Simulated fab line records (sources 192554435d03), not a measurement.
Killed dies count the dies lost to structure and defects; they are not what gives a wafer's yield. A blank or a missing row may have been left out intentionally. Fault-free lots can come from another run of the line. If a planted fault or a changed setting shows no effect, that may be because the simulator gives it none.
Struck lot and sound lot, side by side + flow n5 finfet + 39 steps out of a route of 1938
Sound: these wafers, L984.1, L984.2, L984.4. Struck: wafer L103.5 (left out: L103.2, L103.3 of the same lot, which were not struck); the cause appears at the end.
Order at every step that has rows: each side's tool, ch and its chambers, its first start. Under that, the readings that differ: sound wafers + struck wafers + difference of the means + sigmas: that difference in standard deviations of wafers without a fault.
alike: a reading whose means differ by less than 2 such deviations, as well as words and numbers matching on both sides. not compared: withheld readings; readings where some wafer has no value; bounds like >300 that might hide an equal value; numbers whose values overlap and for which the record gives no deviation.
Wherever a step has rows on one side only, a row that says differs or no value, or a row with sigmas, the two part there. Non-overlapping numbers with no deviation appear without sigmas and do not part them. A reading missing from all wafers of one side parts the sides only when that side holds two or more wafers.

first, 9 steps without rows for these wafers: N5_BEOL_M13_SOFTBAKE_23 (time 60 s); N5_BEOL_M13_EXPOSE_25 (exposes mask M13, target cd 210 nm); N5_BEOL_M13_PEB_26 (peb time 90 s); N5_BEOL_M13_DEVELOP_27 (develop time 45 s); N5_BEOL_M13_HARDBAKE_32 (time 120 s); N5_BEOL_M13_DESCUM_33 (chemistry O2, time 7.9 s); N5_BEOL_M13_ETCH_67 (etches SiARC in CF4, target depth 143 nm, time 238.3 s); N5_BEOL_M13_ETCH_68 (etches SOC in N2/H2, time 355 s); N5_BEOL_M13_STRIP_69 (strips in N2/H2).
N5_BEOL_M13_TRENCH_ETCH_34: etches SiOC in C4F8/O2/Ar, target depth 413.47 nm, time 162.6 s.
  sound on rie diel-01 ch 1,2,3, day 10 15:31; struck on rie diel-01 ch 2, day 16 00:09
| reading                  | sound             | struck | difference | sigmas |
|--------------------------|-------------------|--------|------------|--------|
| oes product au (a.u.)    | 0.69 0.72 0.68    | 1.28   | +0.58      | +6     |
| model.etch.depth nm (nm) | 407.7 417.5 411.6 | 682.1  | +269.8     |        |
  alike: C4F8_flow_sccm, O2_flow_sccm, drypump motor current A, rf vpp V, showerhead plenum p Torr, throttle valve pct
  not compared: rf hours counter h
then, 1 step without rows for these wafers: N5_BEOL_M13_STRIP_70 (strips in C4F8/O2/Ar).
N5_BEOL_M13_OCD_MEAS_35:
  sound on ocd-02, day 10 15:41; struck on ocd-02, day 16 00:20
| reading              | sound       | struck | difference | sigmas |
|----------------------|-------------|--------|------------|--------|
| trench depth nm (nm) | 408 418 412 | 682    | +269       | +49    |
then, 11 steps without rows for these wafers: N5_BEOL_M13_STRIP_37 (strips in N2/H2); N5_BEOL_M13_ETCH_38 (etches SiCN in CF4/N2, target depth 67.5 nm, time 71.9 s); N5_BEOL_M13_PRECLEAN_39 (cleans in residue remover, time 60 s); N5_BEOL_M13_SRD_40 (time 30 s, dry time 30 s); N5_BEOL_M13_DEGAS_41 (time 60 s); N5_BEOL_M13_PRE_CLEAN_42 (time 30 s); N5_BEOL_M13_SPUTTER_43 (material TaN, target thk 15 nm, time 24.19 s); N5_BEOL_M13_SPUTTER_44 (material Ta, target thk 10 nm, time 16.13 s); N5_BEOL_M13_SPUTTER_45 (material Cu, target thk 80 nm, time 13.33 s); N5_BEOL_M13_ECD_47 (material Cu, target thk 936 nm); N5_BEOL_M13_ANNEAL_48 (time 90 s).
N5_BEOL_M13_CMP_49: polishes, stops on SiOC, t overpolish 17.1 s, target thk 420 nm.
  sound on cmp-02 ch 1,2,3, day 10 19:55; struck on cmp-03 ch 0, day 16 02:55
| reading                                 | sound             | struck | difference | sigmas |
|-----------------------------------------|-------------------|--------|------------|--------|
| model.Cu_of_BEOL_M13_ECD_47.thk nm (nm) | 413.6 423.6 417.4 | 689.8  | +271.6     |        |
  alike: barrier field endpoint s, head pressure psi, motor current A, overpolish run s, retaining ring pressure frac
N5_BEOL_M13_THK_MEAS_50: measures by xrf.
  sound on film metro-02, day 10 20:13; struck on film metro-01, day 16 03:10
| reading      | sound       | struck | difference | sigmas |
|--------------|-------------|--------|------------|--------|
| M13_THK (nm) | 421 430 421 | 698    | +274       | +42    |
then, 2 steps without rows for these wafers: N5_BEOL_M13_PRE_CLEAN_52 (time 15 s); N5_BEOL_M13_DEP_53 (deposits SiCN from 3MS/NH3, target thk 50 nm, time 17.8 s).
N5_BEOL_M13_RS_MEAS_54: measurement is done with a four-point probe.
  sound on film metro-01, day 10 20:21; struck on film metro-01, day 16 03:17
| reading         | sound                | struck | difference | sigmas |
|-----------------|----------------------|--------|------------|--------|
| M13_RS (ohm/sq) | 0.0457 0.0445 0.0452 | 0.0270 | -0.0181    | -29    |
then, 9 steps without rows for these wafers: N5_BEOL_M14_ILD_DEP_00 (deposits SiO2 from TEOS/O2, target thk 1119.3 nm, time 237.4 s); N5_BEOL_M14_COAT_58 (time 60 s, resist thk 89 nm); N5_BEOL_M14_COAT_04 (resist thk 800 nm); N5_BEOL_M14_EBR_06; N5_BEOL_M14_SOFTBAKE_05 (time 60 s); N5_BEOL_M14_EXPOSE_07 (exposes mask V13); N5_BEOL_M14_PEB_08 (peb time 90 s); N5_BEOL_M14_DEVELOP_09 (develop time 45 s); N5_BEOL_M14_HARDBAKE_14 (time 120 s).
N5_BEOL_M15_RC_MEAS_101:
  sound on prober-02 ch 0, day 11 09:07; struck on prober-02 ch 0, day 16 19:42
| reading                    | sound             | struck | difference | sigmas |
|----------------------------|-------------------|--------|------------|--------|
| SERP_M13 (ohm/um)          | 0.311 0.303 0.303 | 0.179  | -0.127     | -21    |
| SERP_M13_max_site (ohm/um) | 0.314 0.305 0.306 | 0.182  | -0.126     | -20    |
  alike: COMB_M10, COMB_M11, COMB_M12, COMB_M14, COMB_M15, COMB_M5, COMB_M6, COMB_M7, COMB_M8, COMB_M9, SERP_M10, SERP_M11, SERP_M12, SERP_M14, SERP_M5, SERP_M6, SERP_M7, SERP_M8, SERP_M9
N5_PASSIVATION_PROBE_49:
  sound on prober-01, day 12 00:26; struck on prober-02, day 17 08:01
| reading            | sound    | struck | difference | sigmas |
|--------------------|----------|--------|------------|--------|
| killed at contacts | 20 17 21 | 3      | -16        | -3     |
  alike: defect limited yield, killed_at_M0_to_M3, killed_at_M4_up, killed at front end, killed at other, killed dies, killed open, killed short, sort_bin_5_function, sort_bin_6_memory, sort n pass, sort yield pct

WHERE THEY PART
Earliest at N5_BEOL_M13_TRENCH_ETCH_34; latest, in this record, at N5_PASSIVATION_PROBE_49.

WHY: whatever the simulator had introduced
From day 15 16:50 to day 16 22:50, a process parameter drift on rie diel-01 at N5_BEOL_M13_TRENCH_ETCH_34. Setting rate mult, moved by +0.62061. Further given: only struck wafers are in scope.
